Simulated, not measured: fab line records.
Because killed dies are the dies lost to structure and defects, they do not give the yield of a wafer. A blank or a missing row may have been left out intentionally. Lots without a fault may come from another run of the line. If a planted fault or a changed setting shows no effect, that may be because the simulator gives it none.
Code-filled problem report in 8D (eight disciplines) form	flow n5-finfet	the parts of the form that need people (team, actions taken, sign-off) are left out

1. THE ISSUE
Wafers without a fault read 73.9 s, standard deviation 0.4; run-length-s at N5_BEOL_M7_VIA_ETCH_34 reads a mean of 71.4 s on 2 wafers belonging to 2 lots. That is -6.1 standard deviations from the usual mean.
The step: etches SiCOH lowk in C4F6/O2, target depth 125.5 nm, time 50.5 s.
The first sign was on wafer L453.1 at day 13 18:32, on rie-diel-04. At this step, 30 wafers from 10 lots have a number in the record. Rule for "out" (also "out of limits"): further than 4 standard deviations from the usual mean. All remaining wafers that have a number are taken as sound.

2. WHAT IT IS, WHAT IT ISN'T
question	is	is not
which readings at this step	run-length-s	chamber-pressure-mTorr, drypump-motor-current-A, oes_ar_750_au, oes-product-au, rf-vpp-V, showerhead-plenum-p-Torr, throttle-valve-pct
which lots	L453, L455	L436, L437, L438, L439, L443, L446, L457, L458
which wafers of those lots	L453.1, L455.4	L453.2, L453.4, L455.2, L455.6
read on which tools	rie-diel-04	rie-diel-02, rie-diel-05
when	from day 13 18:32	up to then (17 sound wafers); but 11 sound wafers of L438, L455, L457, L458 came after

3. WHAT RULES OUT EACH SUSPECT
Counting: any tool at a process step up to the reading remains a suspect provided it ran every lot that is out. Sound lots after the first of them don't rule it out here, since some wafers of a struck lot are sound.
- rie-diel-04 at N5_BEOL_M7_ETCH_72 (etches underlayer in N2/H2, target depth 6.5 nm, time 5.2 s): kept. Every lot that is out went through it, the first being L453 (day 13 18:24); the last sound lot it ran before that was L443 (day 10 15:04).
- rie-diel-04 at N5_BEOL_M7_VIA_ETCH_34 (etches SiCOH lowk in C4F6/O2, target depth 125.5 nm, time 50.5 s): kept. Every lot that is out went through it, the first being L453 (day 13 18:32); the last sound lot it ran before that was L443 (day 10 15:12). On those wafers its own readings are out: run-length-s.
- Within rie-diel-04 at N5_BEOL_M7_ETCH_72: the wafers that are out ran in chamber 2; their sound lot-mates ran in chambers 0, 1, 3.
- Within rie-diel-04 at N5_BEOL_M7_VIA_ETCH_34: the wafers that are out ran in chamber 2; their sound lot-mates ran in chambers 0, 1, 3.
Remaining after the count are rie-diel-04 at N5_BEOL_M7_ETCH_72 and rie-diel-04 at N5_BEOL_M7_VIA_ETCH_34.

4. THE CAUSE (what the simulator had put in)
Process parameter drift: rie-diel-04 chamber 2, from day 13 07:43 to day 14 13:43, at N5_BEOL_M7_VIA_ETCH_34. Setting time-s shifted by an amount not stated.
Counting left 2 suspects, and this tool is among them.

5. THE EFFECT CHAIN, in route order
Rows list readings where the struck wafers' mean (over those with a number) sits beyond 3 standard deviations from the usual. Scope: only readings with a usual standard deviation given in the record; hours: median across lots of the time from each lot's start at the first step in this table that gives one to its start at this step; sigmas: change in usual standard deviations.
hours	step	reading	usual	on struck wafers	change	sigmas
0	N5_BEOL_M7_VIA_ETCH_34	run-length-s	73.9 s	71.4	-2.5	-6.1
Here are the process steps it includes:
- N5_BEOL_M7_VIA_ETCH_34: etches SiCOH lowk in C4F6/O2, target depth 125.5 nm, time 50.5 s.

6. WHAT WOULD HAVE CAUGHT IT SOONER
11 hours passed between the start of the fault at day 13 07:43 and the first reading out of limits in this record, taken at day 13 18:32.
